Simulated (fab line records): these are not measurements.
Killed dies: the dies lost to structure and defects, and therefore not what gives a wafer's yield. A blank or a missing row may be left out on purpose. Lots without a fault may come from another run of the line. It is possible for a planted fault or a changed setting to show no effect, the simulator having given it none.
Matching of chambers | flow n5Finfet | rieDiel-05 running N5_PMOS_HMC_CHANNEL_EPI_ETCH_32: 4 sister chambers
The step etches BARC in N2/H2, stops on SiO2, target depth 85.8 nm, time 50.3 s. 8 wafers are shown with their chamber, then 7 later ones without.

## EACH WAFER AND ITS CHAMBER
wafer  | chamber | showerheadPlenumPTorr (Torr) | throttleValvePct (%)
L078.6 | 3       | 2.65                         | 17.89
L083.3 | 0       | 2.60                         | 17.91
L083.4 | 0       | 2.60                         | 17.92
L090.2 | 2       | 2.59                         | 17.77
L090.3 | 3       | 2.64                         | 17.92
L090.5 | 1       | 2.59                         | 17.38
L093.3 | 1       | 2.59                         | 17.40
L093.5 | 2       | 2.59                         | 17.75

## WAFERS MISSING THEIR CHAMBER
wafer  | showerheadPlenumPTorr (Torr) | throttleValvePct (%)
L093.6 | 2.59                         | 17.40
L096.1 | 2.63                         | 17.93
L096.2 | 2.59                         | 17.97
L096.4 | 2.58                         | 17.41
L097.2 | 2.59                         | 17.78
L097.4 | 2.58                         | 17.41
L097.5 | 2.59                         | 17.77

## CHAMBER TAKEN BY EACH
wafer  | from the rows above | in truth
L093.6 | 1                   | 1
L096.1 | 3                   | 3
L096.2 | 0                   | 0
L096.4 | 1                   | 1
L097.2 | 2                   | 2
L097.4 | 1                   | 1
L097.5 | 2                   | 2
Correct placement for 7 of the 7. Can't be placed from these rows: 0. Placed wrongly: 0.
How it was worked out, from the rows above alone: a wafer's distance from a chamber is the root of the sum, over the readings, of the square of ((its reading less the chamber's mean) divided by the reading's scatter). The wafer belongs to the nearest chamber; if the next one is less than 2 further off, it can't be placed. The mean given for a chamber averages the wafers shown for that chamber. How the scatter is found: for the shown wafers, subtract from each reading the mean of its chamber, square and add these, divide the total by (wafers less chambers), then take the root.
